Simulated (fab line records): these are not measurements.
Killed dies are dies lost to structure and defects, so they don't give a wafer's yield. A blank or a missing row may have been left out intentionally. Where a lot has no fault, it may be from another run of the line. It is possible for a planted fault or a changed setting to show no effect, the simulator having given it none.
Split-lot trial -- flow n5 finfet -- route with 1938 steps; 7 lots, 21 wafers read

## THE SPLIT ITSELF
At N5_BEOL_M6_ILD_DEP_00 (deposits SiCOH lowk from DEMS/porogen, target thk 179.75 nm, time 33.4 s), the setting time s was moved away from the recipe's 33.4 s on 4 of the 21 wafers read, by -3.8% to +12.4%. All remaining wafers had this setting at the recipe value.

## FROM THE SPLIT TO THE READING: what the file shows between them, 1 step
- N5_BEOL_M6_CURE_74: cures SiCOH lowk, time 240 s

## THE READING
M6_ILD_THK (nm), taken at N5_BEOL_M6_THK_MEAS_01. On this fab line, fault-free wafers typically give 154.7 nm with a standard deviation of 2.1 nm.

wafer,"tool, chamber at the split","time s as run, s",against the recipe,"M6_ILD_THK, nm",against lot-mates on the recipe
L075.1,"pecvd-04, 2",33.4,recipe,151.0,-
L075.3,"pecvd-04, 0",33.4,recipe,155.0,-
L075.4,"pecvd-04, 2",33.4,recipe,154.6,-
L081.1,"pecvd-01, 0",35.57,+6.5%,163.0,+8.4
L081.2,"pecvd-01, 1",33.4,recipe,154.6,-
L081.6,"pecvd-01, 0",33.4,recipe,154.7,-
L086.3,"pecvd-03, 0",33.4,recipe,156.1,-
L086.5,"pecvd-03, 2",33.4,recipe,154.9,-
L086.6,"pecvd-03, 0",33.4,recipe,155.4,-
L090.1,"pecvd-01, 1",33.4,recipe,155.0,-
L090.3,"pecvd-01, 2",33.4,recipe,153.3,-
L090.6,"pecvd-01, 0",33.4,recipe,154.0,-
L094.1,"pecvd-03, 2",33.4,recipe,155.7,-
L094.3,"pecvd-03, 1",33.4,recipe,153.2,-
L094.5,"pecvd-03, 1",32.14,-3.8%,148.8,-5.6
L095.1,"pecvd-04, 1",33.4,recipe,153.2,-
L095.2,"pecvd-04, 2",33.4,recipe,152.5,-
L095.4,"pecvd-04, 0",33.4,recipe,156.5,-
L097.3,"pecvd-03, 0",37.54,+12.4%,172.4,+20.6
L097.4,"pecvd-03, 0",37.54,+12.4%,171.4,+19.6
L097.6,"pecvd-03, 1",33.4,recipe,151.8,-

FIT RESULTS
A straight line over all 21 wafers: M6_ILD_THK changes by +1.42 nm for each +1% of time s; r = +0.97; the points scatter about the line by 1.4 nm.
The same after taking each lot's own level away (the mean of its wafers on the recipe; 21 wafers): +1.58 nm for each +1%; r = +0.98; scatter 1.2 nm.
Per that fit: largest time s move, reading shift of 20 nm.
Measured against the standard deviation above, the lots' own levels, which go from 151.80 to 155.47 nm, span 1.7 times it.
Thus the slope moves with the lot-to-lot level: the two fits are different.
Check: +18.8 nm against its lot-mates is what the line predicts for one of the wafers moved furthest among these (+12.4%) when that wafer is left out of the fit. Against them it came out at +20.6 nm.

## ADDITIONAL SPLITS CARRIED BY THESE WAFERS
Note: prior to the reading, these wafers also went through further splits. Each is held against what the fit with the lots' levels taken away leaves over:
other split on the same wafers,wafers away from the commonest value,r with M6_ILD_THK (lot level and that fit taken away)
N5_BEOL_M5_EXPOSE_25 dose mj,6,+0.00

## THE WHOLE CHAIN: every reading that the file lists as answering this split, in the file's order
step,what it does,reading,change (the file's fit),r (the file's)
N5_BEOL_M6_ILD_DEP_00,"deposits SiCOH lowk from DEMS/porogen, target thk 179.75 nm, time 33.4 s","SiCOH_lowk_of_BEOL_M6_ILD_DEP_00.thk nm (the simulator's own value, which no gauge read)",+1.77 nm for each +1% of the setting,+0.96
N5_BEOL_M6_CURE_74,"cures SiCOH lowk, time 240 s","SiCOH_lowk_of_BEOL_M6_ILD_DEP_00.thk nm (the simulator's own value, which no gauge read)",+1.55 nm for each +1% of the setting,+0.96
N5_BEOL_M6_THK_MEAS_01,,M6_ILD_THK,+1.55 for each +1% of the setting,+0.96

## THE FILE'S OWN FIT
M6_ILD_THK changes by +1.55 nm for each +1% of time s, r = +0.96.
